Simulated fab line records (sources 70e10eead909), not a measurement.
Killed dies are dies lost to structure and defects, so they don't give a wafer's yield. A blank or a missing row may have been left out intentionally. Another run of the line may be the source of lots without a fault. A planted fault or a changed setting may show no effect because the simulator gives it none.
Chamber matching	flow nand-harc	NHARC_P_CONTACT_ETCH_35 on rie-diel-11: 4 sister chambers
The step etches the open film in CF4, target depth 39 nm, time 65 s. 8 wafers are shown with their chamber, then 10 later ones without.

## WAFERS, EACH WITH ITS CHAMBER
wafer	chamber	showerhead-plenum-p-Torr (Torr)	drypump-motor-current-A (A)
L077.1	1	1.79	5.7
L077.4	0	1.68	6.6
L081.3	0	1.68	6.5
L082.1	2	1.82	5.8
L082.2	1	1.78	5.7
L082.4	3	1.80	5.8
L088.2	2	1.82	5.8
L088.3	3	1.80	5.8

## WAFERS WHOSE CHAMBER IS MISSING
wafer	showerhead-plenum-p-Torr (Torr)	drypump-motor-current-A (A)
L088.4	1.68	6.5
L092.2	1.68	6.5
L092.3	1.78	5.7
L092.6	1.78	5.7
L094.2	1.82	5.8
L094.4	1.80	5.8
L094.6	1.68	6.6
L096.3	1.68	6.5
L096.4	1.80	5.8
L096.5	1.68	6.6

## WHICH CHAMBER EACH WENT THROUGH
wafer	from the rows above	in truth
L088.4	0	0
L092.2	0	0
L092.3	1	1
L092.6	1	1
L094.2	2	2
L094.4	3	3
L094.6	0	0
L096.3	0	0
L096.4	3	3
L096.5	0	0
Correct placement for 10 of the 10. From these rows, 0 cannot be placed. Wrongly placed: 0.
How it was worked out, from the rows above alone: a wafer's distance from a chamber is the root of the sum, over the readings, of the square of ((its reading less the chamber's mean) divided by the reading's scatter). If the next closest chamber is less than 2 further off than the closest, the wafer can't be placed; otherwise it belongs to the closest. A chamber's mean is the mean of its shown wafers. The scatter: the root of (the sum of the squares of (reading less its chamber's mean) over the shown wafers, divided by (wafers less chambers)).
